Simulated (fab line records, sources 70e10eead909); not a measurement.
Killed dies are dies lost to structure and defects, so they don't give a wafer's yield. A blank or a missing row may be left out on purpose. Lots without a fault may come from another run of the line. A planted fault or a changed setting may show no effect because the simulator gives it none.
One fault seen from 2 desks | flow nand_harc | each desk has only its own numbers; what lay behind them comes last

THE DEFECT DESK
What the inspections along the route counted, lot by lot: means of the sampled wafers that have a number. A lot is out of limits, marked OUT, if its mean lies more than 4 standard deviations from the usual mean; the brackets give that distance.
Columns: A = raw_defect_count at NHARC_P_STI_INSPECT_25, usual 227
lot  | first seen here | A
L494 | day 3 23:08     | 182
L495 | day 3 23:10     | 136
L497 | day 4 14:16     | 160
L499 | day 5 06:12     | 206
L500 | day 5 13:31     | 276
L507 | day 7 15:25     | 149
L509 | day 7 15:25     | 287
L510 | day 7 15:25     | 115
L512 | day 8 07:18     | 206
L511 | day 8 07:19     | 203
L513 | day 8 15:22     | 239
L514 | day 9 00:23     | 305
L515 | day 9 07:00     | 239
L516 | day 9 07:00     | 281
This desk's finding: nothing out of limits on any of the 14 lots.

THE TOOL OWNER'S DESK: litho_track-03
The tool's own readings at NHARC_P_GATE_DEVELOP_90 (time 70 s): means of the sampled wafers that have a number, for each lot that ran on this tool. A lot is out of limits, marked OUT, if its mean lies more than 4 standard deviations from the usual mean; the brackets give that distance.
Columns: A = chill_plate_temp_C at NHARC_P_GATE_DEVELOP_90, usual 23.00 C; B = exhaust_pa at NHARC_P_GATE_DEVELOP_90, usual 45.1 Pa
lot  | first seen here | A     | B
L494 | day 5 16:00     | 22.88 | 44.8
L497 | day 6 03:00     | 23.00 | 45.5
L510 | day 9 17:00     | 22.93 | 45.1
L513 | day 10 06:00    | 22.85 | 45.6
L515 | day 10 20:00    | 23.08 | 45.1
This desk's finding: nothing out of limits on any of the 5 lots.

PUT TOGETHER
The defect desk saw nothing out of limits.
The tool owner's desk saw nothing out of limits.

WHAT THE SIMULATOR HAD PUT IN
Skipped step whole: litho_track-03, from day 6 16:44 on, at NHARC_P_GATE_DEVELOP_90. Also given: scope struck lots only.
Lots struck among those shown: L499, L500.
